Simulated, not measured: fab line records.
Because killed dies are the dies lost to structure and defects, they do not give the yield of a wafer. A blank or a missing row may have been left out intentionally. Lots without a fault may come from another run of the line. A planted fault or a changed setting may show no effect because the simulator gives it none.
fab line records ; flow n5_finfet
record lots=10; wafers=30; last_day=17
route steps=1938 shown BEOL_M14@1762 BEOL_M15@1773 PASSIVATION@1936
lots that met no fault: from a run of the same line without faults
start_h: the number of hours between the record's first day and the start of the first shown wafer of the lot ; wait_h: hours elapsed since this lot's preceding step ; " the same as in the row above ; L1.1+2: one row covering several wafers at once ; - value missing, or start not given ; * or withheld: withheld ; < > ~ a bound
route shown NAME@n: a module of which the file shows steps, and the number in the route of the first ; usual: mean/standard deviation taken from wafers without a fault ; same: alike in all rows ; chamber/n: place in a boat ; sites: readings site by site ; _std_site: how widely they spread, as a standard deviation ; _edge_site: mean of outer sites minus mean of inner sites ; radius_mm: for every site, how far away it sits from the centre of the wafer ; mask NAME#n: copy n ; behind: the tool/chamber that last shaped the wafer ; hold: reason for holding the lot/hours on hold/outcome of the hold ; device: whichever transistor did not switch (one of n, p or np) ; end of line: the same wafers' tests at the end of the route ; where a step has no rows: the recipe by itself ; killed: dies that structure and defects cost at the first sort, which is not the same as the wafer's yield ; map: the dies of a wafer, with x for killed, . for not killed, _ for no die there
set.NAME: the run value of the setting; set.NAME@STEP: its run value at that earlier step ; model.NAME: the simulator's own value behind a step, which no gauge read
the route's steps for a sample of lots (tables are steps, rows are wafers)
services: from which hour (start_h, from the record's first day; less than 0 if before it) a tool's chamber was out of use, for how many hours, and why
## steps
# step N5_BEOL_M14_SPUTTER_43
# recipe material=TaN; target_thk_a=150; temp_c=50; bias_v=168.6; power_w=15000; chamber_pressure_pa=0.12; time_s=24.19
# usual bias_v=168.8/1.7; throttle_valve_pct=30.0/1
lot.wafer;tool;chamber;start_h;wait_h;bias_v;throttle_valve_pct
L295.1;pvd_sputter-02;-;261.26;0.0;169.7;30.2
L295.5;pvd_sputter-02;-;261.26;0.0;170.1;28.5
L295.6;pvd_sputter-02;-;261.26;0.0;172.4;28.9
L296.1;pvd_sputter-02;-;267.77;0.0;166.3;29.2
L296.2;pvd_sputter-02;-;267.77;0.0;168.9;28.6
L296.3;pvd_sputter-02;-;267.77;0.0;168.7;31.8
L299.1;pvd_sputter-01;-;287.93;0.0;167.6;30.2
L299.2;pvd_sputter-01;-;287.93;0.0;168.6;30.4
L299.6;pvd_sputter-01;-;287.93;0.0;167.6;30.0
L301.1;pvd_sputter-03;-;302.98;0.0;169.5;29.9
L301.3;pvd_sputter-03;-;302.98;0.0;168.0;31.2
L301.5;pvd_sputter-03;-;302.98;0.0;168.4;31.6
L302.1;pvd_sputter-01;-;307.61;0.0;165.6;30.7
L302.3;pvd_sputter-01;-;307.61;0.0;169.3;30.5
L302.6;pvd_sputter-01;-;307.61;0.0;165.4;30.0
L305.3;pvd_sputter-02;-;321.61;0.0;169.3;29.0
L305.5;pvd_sputter-02;-;321.61;0.0;168.2;28.9
L305.6;pvd_sputter-02;-;321.61;0.0;169.3;29.1
L306.1;pvd_sputter-03;-;322.70;0.0;168.4;28.8
L306.3;pvd_sputter-03;-;322.70;0.0;167.6;28.0
L306.4;pvd_sputter-03;-;322.70;0.0;169.3;29.9
L307.1;pvd_sputter-01;-;332.82;0.0;166.7;30.7
L307.3;pvd_sputter-01;-;332.82;0.0;169.9;30.8
L307.6;pvd_sputter-01;-;332.82;0.0;167.2;30.7
L314.2;pvd_sputter-02;-;377.51;0.0;167.9;29.0
L314.4;pvd_sputter-02;-;377.51;0.0;168.1;28.9
L314.6;pvd_sputter-02;-;377.51;0.0;170.2;28.8
L315.3;pvd_sputter-02;-;390.81;0.0;168.3;28.6
L315.4;pvd_sputter-02;-;390.81;0.0;167.4;30.4
L315.5;pvd_sputter-02;-;390.81;0.0;170.0;28.8
# step N5_BEOL_M14_CMP_49
# recipe stop_on=SiO2; t_overpolish_s=5.2; down_force_psi=2; platen_rpm=80; clearing_platen_down_force_psi=2; clearing_platen_rpm=80; post_cmp_clean=cu_alkaline; target_thk_nm=560; clearing_platen_pad_velocity_m_s=1.5917; pad_velocity_m_s=1.5917
# usual barrier_field_endpoint_s=11.36/0.23; head_pressure_psi=2.000/0.0046; motor_current_A=8.1/0.74; overpolish_run_s=5.200/0.0095; slurry_filter_dp_kPa=13.49/0.13; time_to_endpoint_s=122/3.6
# same t_overpolish_s=5.2
lot.wafer;tool;chamber;start_h;wait_h;barrier_field_endpoint_s;head_pressure_psi;motor_current_A;overpolish_run_s;slurry_filter_dp_kPa;time_to_endpoint_s
L295.1;cmp-03;0;262.04;0.3;11.69;1.998;7.4;5.197;13.55;126
L295.6;cmp-03;0;262.04;0.3;11.49;2.002;7.4;5.191;13.21;126
L295.5;cmp-03;1;262.04;0.3;11.50;1.998;7.4;5.188;13.58;121
L296.1;cmp-02;1;268.53;0.3;11.19;1.995;8.3;5.203;13.52;121
L296.2;cmp-02;3;268.53;0.3;11.54;1.998;9.1;5.204;13.45;123
L296.3;cmp-02;0;268.53;0.3;11.34;1.994;8.4;5.188;13.53;120
L299.1;cmp-02;2;288.73;0.3;11.25;1.996;7.5;5.202;13.63;119
L299.2;cmp-02;0;288.73;0.3;11.18;1.994;8.1;5.202;13.28;122
L299.6;cmp-02;2;288.73;0.3;11.29;1.989;7.6;5.203;13.61;123
L301.1;cmp-03;2;304.78;0.3;11.53;2.002;8.9;5.214;13.30;127
L301.3;cmp-03;3;304.78;0.3;11.31;1.996;8.3;5.207;13.51;126
L301.5;cmp-03;1;304.78;0.3;11.28;1.998;7.3;5.188;13.41;125
L302.3;cmp-03;2;308.37;0.2;11.26;2.004;8.6;5.197;13.46;125
L302.1;cmp-03;3;308.37;0.2;11.47;1.997;8.2;5.200;13.57;128
L302.6;cmp-03;3;308.37;0.2;11.45;2.000;8.1;5.201;13.36;127
L305.3;cmp-03;3;323.25;0.7;11.17;1.997;8.3;5.205;13.34;120
L305.6;cmp-03;1;323.25;0.7;11.40;2.002;7.5;5.190;13.47;121
L305.5;cmp-03;2;323.25;0.7;11.47;2.002;8.7;5.208;13.64;123
L306.3;cmp-02;0;323.52;0.2;11.30;1.999;8.1;5.184;13.44;123
L306.1;cmp-02;1;323.52;0.2;11.25;2.003;8.8;5.190;13.54;119
L306.4;cmp-02;2;323.52;0.2;11.69;2.002;7.4;5.200;13.49;127
L307.3;cmp-02;3;333.66;0.2;11.06;2.003;8.5;5.198;13.46;115
L307.1;cmp-02;0;333.66;0.2;11.23;2.000;7.9;5.199;13.38;116
L307.6;cmp-02;1;333.66;0.2;11.11;2.006;8.7;5.214;13.52;114
L314.4;cmp-04;1;378.28;0.1;11.34;2.002;7.0;5.202;13.41;120
L314.2;cmp-04;2;378.28;0.1;11.56;2.002;9.3;5.195;13.78;119
L314.6;cmp-04;2;378.28;0.1;11.47;1.997;8.9;5.192;13.59;123
L315.4;cmp-02;3;391.67;0.2;11.45;2.001;9.0;5.213;13.45;127
L315.3;cmp-02;0;391.67;0.2;11.26;1.996;8.1;5.199;13.79;125
L315.5;cmp-02;2;391.67;0.2;11.42;1.997;7.5;5.209;13.41;126
# step N5_BEOL_M14_RS_MEAS_54
# recipe thk_meas_gauge=four-point-probe; reads=Cu_of_BEOL_M14_ECD_47+Ta_of_BEOL_M14_SPUTTER_44+TaN_of_BEOL_M14_SPUTTER_43
# usual M14_RS=0.0331/0.00051
lot.wafer;tool;chamber;start_h;wait_h;M14_RS[ohm/sq]
L295.1;film_metro-02;-;262.46;0.0;0.0324
L295.5;film_metro-02;-;262.46;0.0;0.0329
L295.6;film_metro-02;-;262.46;0.0;0.0330
L296.1;film_metro-02;-;268.96;0.0;0.0329
L296.2;film_metro-02;-;268.96;0.0;0.0331
L296.3;film_metro-02;-;268.96;0.0;0.0327
L299.1;film_metro-01;-;289.12;0.0;0.0327
L299.2;film_metro-01;-;289.12;0.0;0.0339
L299.6;film_metro-01;-;289.12;0.0;0.0335
L301.1;film_metro-02;-;305.16;0.0;0.0333
L301.3;film_metro-02;-;305.16;0.0;0.0334
L301.5;film_metro-02;-;305.16;0.0;0.0337
L302.1;film_metro-01;-;308.79;0.0;0.0337
L302.3;film_metro-01;-;308.79;0.0;0.0336
L302.6;film_metro-01;-;308.79;0.0;0.0336
L305.3;film_metro-02;-;323.63;0.1;0.0338
L305.5;film_metro-02;-;323.63;0.1;0.0334
L305.6;film_metro-02;-;323.63;0.1;0.0339
L306.1;film_metro-01;-;323.97;0.1;0.0329
L306.3;film_metro-01;-;323.97;0.1;0.0335
L306.4;film_metro-01;-;323.97;0.1;0.0321
L307.1;film_metro-02;-;334.01;0.0;0.0333
L307.3;film_metro-02;-;334.01;0.0;0.0324
L307.6;film_metro-02;-;334.01;0.0;0.0332
L314.2;film_metro-01;-;378.70;0.1;0.0322
L314.4;film_metro-01;-;378.70;0.1;0.0334
L314.6;film_metro-01;-;378.70;0.1;0.0329
L315.3;film_metro-02;-;392.05;0.1;0.0327
L315.4;film_metro-02;-;392.05;0.1;0.0331
L315.5;film_metro-02;-;392.05;0.1;0.0328
# step N5_BEOL_M15_ILD_DEP_00
# recipe material=SiO2; target_thk_a=16293; temp_c=400; precursor=TEOS/O2; pressure_torr=6.5; rf_w=900; teos_flow_sccm=161.4; gas=O2; flow_sccm=2650; time_s=346.1
# usual heater_power_w=569/120; showerhead_plenum_p_Torr=8.365/0.024; susceptor_temp_C=399.98/0.22; throttle_valve_pct=18.3/0.77
lot.wafer;tool;chamber;start_h;wait_h;heater_power_w;showerhead_plenum_p_Torr;susceptor_temp_C;throttle_valve_pct
L295.1;pecvd-01;1;262.52;0.0;439;8.385;399.87;18.7
L295.5;pecvd-01;1;262.52;0.0;527;8.403;399.75;18.9
L295.6;pecvd-01;2;262.52;0.0;648;8.383;399.46;18.0
L296.1;pecvd-03;0;269.02;0.0;611;8.352;399.96;16.8
L296.2;pecvd-03;2;269.02;0.0;600;8.387;399.88;18.9
L296.3;pecvd-03;1;269.02;0.0;748;8.361;399.68;18.9
L299.1;pecvd-04;1;289.18;0.0;761;8.369;399.88;19.6
L299.2;pecvd-04;0;289.18;0.0;532;8.364;399.73;17.7
L299.6;pecvd-04;2;289.18;0.0;449;8.341;400.12;17.5
L301.1;pecvd-03;2;305.23;0.0;589;8.380;399.98;19.3
L301.3;pecvd-03;1;305.23;0.0;830;8.350;400.11;19.2
L301.5;pecvd-03;0;305.23;0.0;520;8.328;400.02;16.8
L302.1;pecvd-01;2;308.86;0.0;663;8.389;400.06;18.0
L302.3;pecvd-01;1;308.86;0.0;461;8.399;400.20;18.6
L302.6;pecvd-01;2;308.86;0.0;504;8.385;400.19;18.0
L305.3;pecvd-01;2;323.69;0.0;597;8.402;392.10;18.4
L305.5;pecvd-01;0;323.69;0.0;359;8.380;391.82;18.3
L305.6;pecvd-01;2;323.69;0.0;459;8.380;392.16;17.8
L306.1;pecvd-01;2;324.04;0.0;504;8.406;392.13;18.1
L306.3;pecvd-01;0;324.04;0.0;446;8.341;392.35;18.4
L306.4;pecvd-01;0;324.04;0.0;367;8.369;392.51;18.1
L307.1;pecvd-01;2;334.07;0.0;535;8.396;392.33;18.2
L307.3;pecvd-01;1;334.07;0.0;405;8.384;392.08;18.5
L307.6;pecvd-01;0;334.07;0.0;482;8.375;392.42;18.2
L314.2;pecvd-03;2;378.77;0.0;676;8.370;399.92;18.9
L314.4;pecvd-03;0;378.77;0.0;507;8.314;400.16;16.7
L314.6;pecvd-03;2;378.77;0.0;536;8.387;399.90;19.1
L315.3;pecvd-04;2;392.11;0.0;405;8.332;400.03;18.1
L315.4;pecvd-04;2;392.11;0.0;460;8.340;400.48;17.9
L315.5;pecvd-04;1;392.11;0.0;639;8.345;399.99;19.5
# step N5_BEOL_M15_THK_MEAS_01
# recipe reads=SiO2_of_BEOL_M15_ILD_DEP_00
# usual M15_ILD_THK=1632/20
lot.wafer;tool;chamber;start_h;wait_h;M15_ILD_THK[nm]
L295.1;film_metro-02;-;262.77;0.1;1612
L295.5;film_metro-02;-;262.77;0.1;1630
L295.6;film_metro-02;-;262.77;0.1;1609
L296.1;film_metro-02;-;269.27;0.1;1632
L296.2;film_metro-02;-;269.27;0.1;1616
L296.3;film_metro-02;-;269.27;0.1;1662
L299.1;film_metro-01;-;289.43;0.1;1616
L299.2;film_metro-01;-;289.43;0.1;1620
L299.6;film_metro-01;-;289.43;0.1;1642
L301.1;film_metro-01;-;305.48;0.1;1605
L301.3;film_metro-01;-;305.48;0.1;1631
L301.5;film_metro-01;-;305.48;0.1;1644
L302.1;film_metro-02;-;309.11;0.1;1599
L302.3;film_metro-02;-;309.11;0.1;1611
L302.6;film_metro-02;-;309.11;0.1;1624
L305.3;film_metro-01;-;323.94;0.1;1712
L305.5;film_metro-01;-;323.94;0.1;1745
L305.6;film_metro-01;-;323.94;0.1;1741
L306.1;film_metro-01;-;324.29;0.1;1695
L306.3;film_metro-01;-;324.29;0.1;1668
L306.4;film_metro-01;-;324.29;0.1;1738
L307.1;film_metro-02;-;334.32;0.1;1691
L307.3;film_metro-02;-;334.32;0.1;1696
L307.6;film_metro-02;-;334.32;0.1;1736
L314.2;film_metro-02;-;379.02;0.1;1610
L314.4;film_metro-02;-;379.02;0.1;1647
L314.6;film_metro-02;-;379.02;0.1;1673
L315.3;film_metro-02;-;392.36;0.1;1621
L315.4;film_metro-02;-;392.36;0.1;1662
L315.5;film_metro-02;-;392.36;0.1;1627
# step N5_PASSIVATION_PROBE_49
# usual defect_limited_yield=91.5/1.4; killed_at_M0_to_M3=33/10; killed_at_M4_up=13/5; killed_at_contacts=13/5.6; killed_at_front_end=38/12; killed_at_other=3.9/2.7; killed_dies=100/16; killed_on_rim=13/4; killed_open=66/13; killed_short=32/7.2; sort_bin_5_function=5.0/0.97; sort_bin_6_memory=3.2/0.61; sort_n_pass=1080/16; sort_yield_pct=91.5/1.4
# same gross_dies=1180; killed_at_back_side=0; sort_bin_4_leakage[%]=0; sort_bin_8_speed[%]=0
lot.wafer;tool;chamber;start_h;wait_h;defect_limited_yield[%];killed_at_M0_to_M3;killed_at_M4_up;killed_at_contacts;killed_at_front_end;killed_at_other;killed_dies;killed_on_rim;killed_open;killed_short;sort_bin_5_function[%];sort_bin_6_memory[%];sort_n_pass;sort_yield_pct[%]
L307.3;prober-02;-;356.85;0.1;91.1;52;14;12;24;3;105;15;74;29;5.6;3.1;1075;91.1
L307.6;prober-02;-;357.00;0.3;92.2;36;6;8;39;3;92;11;71;20;5.2;2.5;1088;92.2
# killed by level:class
L307.3 BEOL_M0_SAQP:geometric_particle:short=12 BEOL_M3:geometric_particle:open=11 MOL_CONTACT_COAG:geometric_particle:open=9 BEOL_M2:geometric_particle:open=8 BEOL_M0_SAQP:geometric_particle:open=6 BEOL_M4:geometric_particle:open=6 DUMMY_GATE:geometric_particle:open=5 BEOL_M0:geometric_particle:open=5
L307.6 STI_FIN_REVEAL:geometric_particle:open=11 BEOL_M1:geometric_particle:open=10 FIN_SAQP:geometric_particle:short=9 BEOL_M0_SAQP:geometric_particle:open=9 FIN_SAQP:geometric_particle:open=8 MOL_CONTACT_COAG:geometric_particle:open=8 BEOL_M2:geometric_particle:open=7 ILD0:geometric_particle:open=4
## services
tool;chamber;start_h;hours;kind
cmp-02;-;246.20;5.2;pm
cmp-04;-;257.09;2.7;pm
pecvd-04;1;264.91;2.1;scheduled_down
pecvd-03;-;286.97;14.6;pm
cmp-03;-;288.14;4.0;pm
cmp-03;-;292.14;-;consumable_replace:conditioner
cmp-03;-;292.14;-;consumable_replace:pad
cmp-02;-;294.59;1.2;repair
pecvd-04;0;295.89;2.1;scheduled_down
cmp-04;-;310.86;17.0;pm
cmp-04;-;331.06;4.0;pm
cmp-04;-;335.06;-;consumable_replace:conditioner
cmp-04;-;335.59;0.7;repair
pecvd-04;-;335.87;1.0;repair
pvd_sputter-02;-;346.69;2.1;repair
pecvd-01;0;347.62;5.5;scheduled_down
pecvd-03;1;353.07;5.5;scheduled_down
pvd_sputter-03;-;357.26;3.2;repair
cmp-02;-;359.51;4.0;pm
pecvd-04;-;360.30;2.8;pm
pvd_sputter-03;-;361.68;0.8;repair
cmp-02;-;363.51;-;consumable_replace:conditioner
cmp-02;-;363.51;-;consumable_replace:pad
pecvd-01;-;369.92;28.1;pm
## key
first_sign step=N5_BEOL_M15_ILD_DEP_00; reading=susceptor_temp_C; direction=down; sigmas=36; usual=*; struck=*
effect step=N5_BEOL_M15_THK_MEAS_01; reading=M15_ILD_THK; direction=up; sigmas=4.1; usual=1632; struck=1714
met_at N5_BEOL_M15_ILD_DEP_00
struck_lots L305,L306,L307
not_acting_at N5_BEOL_M14_SPUTTER_43,N5_BEOL_M14_CMP_49,N5_BEOL_M14_RS_MEAS_54
fault kind=process_parameter_drift; tool=pecvd-01; chamber=-; onset_h=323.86; steps=N5_BEOL_M15_ILD_DEP_00; channel=temp_c; offset=*; shape=step; end_h=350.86; acts_in=*; stated=*
